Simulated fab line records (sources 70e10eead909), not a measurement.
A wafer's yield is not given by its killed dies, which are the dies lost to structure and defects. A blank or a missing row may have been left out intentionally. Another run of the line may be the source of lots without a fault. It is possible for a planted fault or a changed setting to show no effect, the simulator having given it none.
Check of tool commonality :: flow nand-harc :: 12 lots and 36 wafers in the sample

REASON IT WAS OPENED
At NHARC_P_GATE_CD_MEAS_46 the reading cd-nm is flagged on 2 of 12 lots. Wafers without a fault read 719.6 nm, standard deviation 1.1.
Rule: a lot is flagged in two cases, either no wafer of it has a number, or all its wafers with numbers fall more than 4 standard deviations from that mean. As for the other lots, they are considered sound.

lot: L705
measured: day 5 11:28
on: cd-sem-01
cd-nm (nm), wafer by wafer: 719.9 720.1 720.8
flag: 

lot: L706
measured: day 5 23:04
on: cd-sem-01
cd-nm (nm), wafer by wafer: 719.2 720.6 719.2
flag: 

lot: L707
measured: day 6 11:57
on: cd-sem-01
cd-nm (nm), wafer by wafer: 721.1 719.1 719.4
flag: 

lot: L710
measured: day 7 17:27
on: cd-sem-01
cd-nm (nm), wafer by wafer: 720.9 721.5 719.5
flag: 

lot: L712
measured: day 8 08:21
on: cd-sem-01
cd-nm (nm), wafer by wafer: 719.4 721.5 719.9
flag: 

lot: L715
measured: day 9 12:01
on: cd-sem-01
cd-nm (nm), wafer by wafer: 718.4 719.5 719.4
flag: 

lot: L716
measured: day 10 00:29
on: cd-sem-02
cd-nm (nm), wafer by wafer: 720.6 719.4 720.1
flag: 

lot: L717
measured: day 10 13:50
on: cd-sem-02
cd-nm (nm), wafer by wafer: 718.7 717.9 718.6
flag: 

lot: L718
measured: day 11 16:30
on: cd-sem-03
cd-nm (nm), wafer by wafer: 719.6 719.4 720.2
flag: 

lot: L724
measured: day 13 11:23
on: cd-sem-03
cd-nm (nm), wafer by wafer: 690.2 688.8 690.0
flag: FLAGGED

lot: L726
measured: day 14 05:56
on: cd-sem-01
cd-nm (nm), wafer by wafer: 691.9 690.3 690.6
flag: FLAGGED

lot: L728
measured: day 15 02:53
on: cd-sem-02
cd-nm (nm), wafer by wafer: 717.6 717.7 718.2
flag: 
The numbers of the flagged lots are 690.3 nm on average: -29.3 nm against the usual, or -27 standard deviations.

TOOL THAT RAN EACH LOT
Before the reading, the record contains 3 process steps out of a 1302-step route. Every cell lists first the tool, next ch and the chambers used by the sampled wafers, and last the start.
lot: L705
flag: 
NHARC_P_GATE_DESCUM_13: rie-diel-12 ch 0,1, day 4 08:19
NHARC_P_GATE_HM_DEP_102: acl-dep-03 ch 0, day 4 21:35
NHARC_P_GATE_EXPOSE_43: krf-scanner-04 ch 0, day 5 11:19

lot: L706
flag: 
NHARC_P_GATE_DESCUM_13: rie-diel-07 ch 1,2,3, day 4 21:06
NHARC_P_GATE_HM_DEP_102: acl-dep-01 ch 0, day 5 09:47
NHARC_P_GATE_EXPOSE_43: krf-scanner-03 ch 0, day 5 22:55

lot: L707
flag: 
NHARC_P_GATE_DESCUM_13: rie-diel-07 ch 1,2,3, day 5 07:22
NHARC_P_GATE_HM_DEP_102: acl-dep-01 ch 0, day 5 22:50
NHARC_P_GATE_EXPOSE_43: krf-scanner-04 ch 0, day 6 11:48

lot: L710
flag: 
NHARC_P_GATE_DESCUM_13: rie-diel-12 ch 1,3, day 6 12:50
NHARC_P_GATE_HM_DEP_102: acl-dep-02 ch 0, day 7 02:30
NHARC_P_GATE_EXPOSE_43: krf-scanner-04 ch 0, day 7 17:18

lot: L712
flag: 
NHARC_P_GATE_DESCUM_13: rie-diel-12 ch 1,2, day 7 06:38
NHARC_P_GATE_HM_DEP_102: acl-dep-01 ch 0, day 7 19:11
NHARC_P_GATE_EXPOSE_43: krf-scanner-04 ch 0, day 8 08:11

lot: L715
flag: 
NHARC_P_GATE_DESCUM_13: rie-diel-03 ch 1,3, day 8 10:02
NHARC_P_GATE_HM_DEP_102: acl-dep-02 ch 0, day 8 22:43
NHARC_P_GATE_EXPOSE_43: krf-scanner-03 ch 0, day 9 11:51

lot: L716
flag: 
NHARC_P_GATE_DESCUM_13: rie-diel-12 ch 0,1,2, day 8 22:23
NHARC_P_GATE_HM_DEP_102: acl-dep-02 ch 0, day 9 11:07
NHARC_P_GATE_EXPOSE_43: krf-scanner-03 ch 0, day 10 00:19

lot: L717
flag: 
NHARC_P_GATE_DESCUM_13: rie-diel-03 ch 0,2,3, day 9 10:56
NHARC_P_GATE_HM_DEP_102: acl-dep-02 ch 0, day 10 00:30
NHARC_P_GATE_EXPOSE_43: krf-scanner-02 ch 0, day 10 13:41

lot: L718
flag: 
NHARC_P_GATE_DESCUM_13: rie-diel-03 ch 0,1,2, day 10 10:06
NHARC_P_GATE_HM_DEP_102: acl-dep-03 ch 0, day 11 03:15
NHARC_P_GATE_EXPOSE_43: krf-scanner-02 ch 0, day 11 16:20

lot: L724
flag: FLAGGED
NHARC_P_GATE_DESCUM_13: rie-diel-03 ch 0,1,3, day 12 08:18
NHARC_P_GATE_HM_DEP_102: acl-dep-03 ch 0, day 12 21:40
NHARC_P_GATE_EXPOSE_43: krf-scanner-03 ch 0, day 13 11:13

lot: L726
flag: FLAGGED
NHARC_P_GATE_DESCUM_13: rie-diel-07 ch 1,2, day 13 04:07
NHARC_P_GATE_HM_DEP_102: acl-dep-01 ch 0, day 13 16:37
NHARC_P_GATE_EXPOSE_43: krf-scanner-03 ch 0, day 14 05:47

lot: L728
flag: 
NHARC_P_GATE_DESCUM_13: rie-diel-12 ch 0,1,2, day 13 22:19
NHARC_P_GATE_HM_DEP_102: acl-dep-01 ch 0, day 14 13:28
NHARC_P_GATE_EXPOSE_43: krf-scanner-02 ch 0, day 15 02:43
What is done by these steps:
- NHARC_P_GATE_DESCUM_13: chemistry O2, time 3 s.
- NHARC_P_GATE_HM_DEP_102: deposits aC, target thk 120 nm.
- NHARC_P_GATE_EXPOSE_43: exposes mask P NSD, target cd 720 nm.
- NHARC_P_GATE_CD_MEAS_46: target cd 720 nm.

FLAGGED AGAINST TOTAL, ONE TOOL AT A TIME (gauges that did the reading follow at the end)
step: NHARC_P_GATE_DESCUM_13
tool: rie-diel-03
lots run: 4
flagged: 1
share of the flagged lots: some
sound lots run after its first flagged lot: 0

step: NHARC_P_GATE_DESCUM_13
tool: rie-diel-07
lots run: 3
flagged: 1
share of the flagged lots: some
sound lots run after its first flagged lot: 0

step: NHARC_P_GATE_DESCUM_13
tool: rie-diel-12
lots run: 5
flagged: 0
share of the flagged lots: none
sound lots run after its first flagged lot: -

step: NHARC_P_GATE_HM_DEP_102
tool: acl-dep-01
lots run: 5
flagged: 1
share of the flagged lots: some
sound lots run after its first flagged lot: 1 (L728)

step: NHARC_P_GATE_HM_DEP_102
tool: acl-dep-02
lots run: 4
flagged: 0
share of the flagged lots: none
sound lots run after its first flagged lot: -

step: NHARC_P_GATE_HM_DEP_102
tool: acl-dep-03
lots run: 3
flagged: 1
share of the flagged lots: some
sound lots run after its first flagged lot: 0

step: NHARC_P_GATE_EXPOSE_43
tool: krf-scanner-02
lots run: 3
flagged: 0
share of the flagged lots: none
sound lots run after its first flagged lot: -

step: NHARC_P_GATE_EXPOSE_43
tool: krf-scanner-03
lots run: 5
flagged: 2
share of the flagged lots: all
sound lots run after its first flagged lot: 0

step: NHARC_P_GATE_EXPOSE_43
tool: krf-scanner-04
lots run: 4
flagged: 0
share of the flagged lots: none
sound lots run after its first flagged lot: -

step: NHARC_P_GATE_CD_MEAS_46
tool: cd-sem-01
lots run: 7
flagged: 1
share of the flagged lots: some
sound lots run after its first flagged lot: 0

step: NHARC_P_GATE_CD_MEAS_46
tool: cd-sem-02
lots run: 3
flagged: 0
share of the flagged lots: none
sound lots run after its first flagged lot: -

step: NHARC_P_GATE_CD_MEAS_46
tool: cd-sem-03
lots run: 2
flagged: 1
share of the flagged lots: some
sound lots run after its first flagged lot: 0

WHAT THE TABLE PERMITS
1 row of the table ran every flagged lot: krf-scanner-03 at NHARC_P_GATE_EXPOSE_43.
- krf-scanner-03 at NHARC_P_GATE_EXPOSE_43: 2 of its 5 lots flagged. Its last sound lot is L716 (day 10 00:19), its first flagged lot L724 (day 13 11:13): a fault that began between those two fits. Its own readings (exposure-dose-mJ-cm2) fall more than 4 standard deviations out on all wafers of the flagged lots.
krf-scanner-03 at NHARC_P_GATE_EXPOSE_43 is the single tool remaining.

WHAT THE SIMULATOR HAD PUT IN
Process parameters drifting: krf-scanner-03 at NHARC_P_GATE_EXPOSE_43, beginning at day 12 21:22. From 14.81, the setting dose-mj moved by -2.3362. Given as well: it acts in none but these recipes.
Shown lots that were struck: L724, L726. The rule above found the same.
